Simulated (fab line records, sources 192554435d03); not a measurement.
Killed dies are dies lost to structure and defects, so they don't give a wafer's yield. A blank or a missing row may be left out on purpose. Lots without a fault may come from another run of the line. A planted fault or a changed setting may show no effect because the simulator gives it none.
One fault seen from 3 desks | flow n5_finfet | each desk has only its own numbers; what lay behind them comes last
Where a reading is given only as a bound, like >300, the bound stands for it, and a mean or a difference that rests on one is marked > or <: the true number lies beyond.

THE DEFECT DESK
What the inspections along the route counted, lot by lot: means of the sampled wafers that have a number. A lot is out of limits, marked OUT, if its mean lies more than 4 standard deviations from the usual mean; the brackets give that distance.
Columns: A = raw_defect_count at N5_BEOL_M0_SAQP_INSPECT_16, usual 498; B = raw_defect_count at N5_BEOL_M0_SAQP_INSPECT_42, usual 296; C = raw_defect_count at N5_BEOL_M0_CUTY_INSPECT_59, usual 2.1
lot  | first seen here | A               | B              | C
L124 | day 6 07:33     | 456             | 264            | 1.3
L125 | day 6 13:26     | 522             | 245            | 1.3
L126 | day 6 21:39     | 443             | 249            | 1.7
L134 | day 8 15:33     | 308             | 189            | 2.3
L135 | day 8 18:58     | 1224 (+6.0) OUT | 987 (+8.3) OUT | >201 (+99 or more) OUT
L136 | day 9 03:22     | 617             | 375            | 3.7
L137 | day 9 09:46     | 1157 (+5.5) OUT | 917 (+7.5) OUT | >201 (+99 or more) OUT
L138 | day 9 14:02     | 456             | 242            | 2.3
This desk's finding: out of limits on L135, L137; first on L135, day 8 18:58 (raw_defect_count at N5_BEOL_M0_SAQP_INSPECT_16). In limits: L124, L125, L126, L134, L136, L138.

THE TOOL OWNER'S DESK: pecvd-01
The tool's own readings at N5_BEOL_M0_SAQP_PECVD_00 (deposits SiCN from 3MS/NH3, target thk 8 nm, time 14 s): means of the sampled wafers that have a number, for each lot that ran on this tool. A lot is out of limits, marked OUT, if its mean lies more than 4 standard deviations from the usual mean; the brackets give that distance.
Columns: A = showerhead_plenum_p_Torr at N5_BEOL_M0_SAQP_PECVD_00, usual 3.660 Torr; B = throttle_valve_pct at N5_BEOL_M0_SAQP_PECVD_00, usual 9.1 %
lot  | first seen here | A     | B
L124 | day 6 06:31     | 3.653 | 9.1
L134 | day 8 14:41     | 3.666 | 9.1
L135 | day 8 17:41     | 3.661 | 9.2
L137 | day 9 04:37     | 3.670 | 9.1
This desk's finding: nothing out of limits on any of the 4 lots.

THE METROLOGY DESK
What the gauges read, lot by lot, whatever tool the lot ran on: means of the sampled wafers that have a number. A lot is out of limits, marked OUT, if its mean lies more than 4 standard deviations from the usual mean; the brackets give that distance. Of its 10 readings 7 are shown: those that lie furthest out on some lot.
Columns: A = DIBL_P at N5_BEOL_M4_RC_MEAS_101, usual 38 mV/V; B = IOFF_P at N5_BEOL_M4_RC_MEAS_101, usual 0.25 nA/um; C = ION_N at N5_BEOL_M4_RC_MEAS_101, usual 678 uA/um; D = ION_P at N5_BEOL_M4_RC_MEAS_101, usual 467 uA/um; E = SS_P at N5_BEOL_M4_RC_MEAS_101, usual 73.7 mV/dec; F = VT_N at N5_BEOL_M4_RC_MEAS_101, usual 249 mV; G = VT_P at N5_BEOL_M4_RC_MEAS_101, usual -248 mV
lot  | first seen here | A  | B    | C   | D   | E    | F   | G
L124 | day 11 17:44    | 38 | 0.27 | 691 | 474 | 74.1 | 244 | -244
L126 | day 12 09:07    | 34 | 0.21 | 665 | 467 | 72.8 | 253 | -248
L125 | day 12 18:28    | 38 | 0.29 | 676 | 473 | 74.0 | 248 | -245
L135 | day 14 04:21    | 40 | 0.28 | 694 | 472 | 74.0 | 246 | -248
L136 | day 14 05:19    | 38 | 0.26 | 678 | 472 | 74.0 | 251 | -247
L134 | day 14 11:16    | 33 | 0.18 | 671 | 461 | 73.0 | 255 | -253
L138 | day 14 14:53    | 40 | 0.31 | 689 | 476 | 74.1 | 247 | -243
L137 | day 15 06:35    | 40 | 0.33 | 687 | 475 | 73.6 | 245 | -242
This desk's finding: nothing out of limits on any of the 8 lots.

PUT TOGETHER
The defect desk could have raised an alarm at day 8 18:58, on L135, L137.
The tool owner's desk saw nothing out of limits.
The metrology desk saw nothing out of limits.
The tool owner's desk has L135, L137 on record, within its limits.
The metrology desk has L135, L137 on record, within its limits.
Of the lots named, all ran N5_BEOL_M0_SAQP_PECVD_00 on pecvd-01.

WHAT THE SIMULATOR HAD PUT IN
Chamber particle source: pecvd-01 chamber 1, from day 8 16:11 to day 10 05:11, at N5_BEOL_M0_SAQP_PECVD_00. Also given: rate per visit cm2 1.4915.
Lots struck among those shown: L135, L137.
Hours from the fault's start to each desk's first reading out of limits: the defect desk, 3.
